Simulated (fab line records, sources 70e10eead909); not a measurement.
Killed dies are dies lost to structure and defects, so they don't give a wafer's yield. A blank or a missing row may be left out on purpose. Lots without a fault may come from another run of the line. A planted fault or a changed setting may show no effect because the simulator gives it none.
One fault seen from 2 desks | flow nand_harc | each desk has only its own numbers; what lay behind them comes last

THE METROLOGY DESK
What the gauges read, lot by lot, whatever tool the lot ran on: means of the sampled wafers that have a number. A lot is out of limits, marked OUT, if its mean lies more than 4 standard deviations from the usual mean; the brackets give that distance.
Columns: A = thk_nm at NHARC_A_ONON_D2_THK_MEAS_34, usual 199 nm; B = cd_nm at NHARC_A_CHANNEL_HOLE_D2_CD_MEAS_10, usual 100.2 nm; C = overlay_x_nm at NHARC_A_CHANNEL_HOLE_D2_OVL_MEAS_11, usual 0.3 nm; D = overlay_y_nm at NHARC_A_CHANNEL_HOLE_D2_OVL_MEAS_11, usual 0.1 nm; E = cd_nm at NHARC_A_CHANNEL_HOLE_D2_CD_MEAS_18, usual 100 nm; F = cd_nm at NHARC_A_CHANNEL_HOLE_D2_CD_MEAS_31, usual 89.4 nm
lot  | first seen here | A   | B               | C    | D    | E   | F
L379 | day 15 19:22    | 200 | 100.0           | 0.0  | 1.5  | 103 | 89.9
L378 | day 15 19:22    | 197 | 100.1           | 0.2  | 1.1  | 99  | 87.6
L381 | day 17 06:49    | 198 | 100.0           | 1.0  | 0.6  | 105 | 90.3
L383 | day 17 20:26    | 199 | 99.5            | 0.2  | -0.1 | 100 | 87.6
L382 | day 17 20:39    | 198 | 100.0           | -0.8 | 0.8  | 100 | 90.2
L384 | day 18 16:40    | 199 | 94.2 (-12) OUT  | 1.1  | -1.2 | 91  | 84.0 (-4.2) OUT
L387 | day 19 03:16    | 196 | 94.6 (-11) OUT  | 0.6  | -1.0 | 93  | 83.0 (-4.9) OUT
L389 | day 20 04:06    | 204 | 97.0 (-6.2) OUT | 0.1  | 0.6  | 97  | 85.2
L392 | day 21 00:25    | 200 | 100.2           | -1.2 | -0.2 | 102 | 87.3
L394 | day 22 13:59    | 201 | 100.0           | -0.2 | -0.1 | 97  | 90.2
L395 | day 23 01:49    | 203 | 100.3           | -0.3 | 0.8  | 101 | 88.8
This desk's finding: out of limits on L384, L387, L389; first on L384, day 18 22:38 (cd_nm at NHARC_A_CHANNEL_HOLE_D2_CD_MEAS_10). In limits: L379, L378, L381, L383, L382, L392, L394, L395.

THE TOOL OWNER'S DESK: litho_track-01
The tool's own readings at NHARC_A_CHANNEL_HOLE_D2_PEB_08 (peb time 65 s): means of the sampled wafers that have a number, for each lot that ran on this tool. A lot is out of limits, marked OUT, if its mean lies more than 4 standard deviations from the usual mean; the brackets give that distance.
Columns: A = heater_power_total_W at NHARC_A_CHANNEL_HOLE_D2_PEB_08, usual 156.6 W
lot  | first seen here | A
L383 | day 18 00:26    | 156.9
L382 | day 18 00:46    | 156.6
L384 | day 18 22:34    | 173.4 (+41) OUT
L387 | day 19 09:12    | 172.5 (+39) OUT
L389 | day 20 06:41    | 167.8 (+27) OUT
L395 | day 23 05:16    | 156.6
This desk's finding: out of limits on L384, L387, L389; first on L384, day 18 22:34 (heater_power_total_W at NHARC_A_CHANNEL_HOLE_D2_PEB_08). In limits: L383, L382, L395.

PUT TOGETHER
The tool owner's desk could have raised an alarm at day 18 22:34, on L384, L387, L389.
The metrology desk could have raised an alarm at day 18 22:38, on L384, L387, L389.
Of the lots named, all ran NHARC_A_CHANNEL_HOLE_D2_PEB_08 on litho_track-01.

WHAT THE SIMULATOR HAD PUT IN
Process parameter drift: litho_track-01, from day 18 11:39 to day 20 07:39, at NHARC_A_CHANNEL_HOLE_D2_PEB_08. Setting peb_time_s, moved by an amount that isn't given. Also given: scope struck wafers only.
Lots struck among those shown: L384, L387, L389.
Hours from the fault's start to each desk's first reading out of limits: the tool owner's desk, 11; the metrology desk, 11.
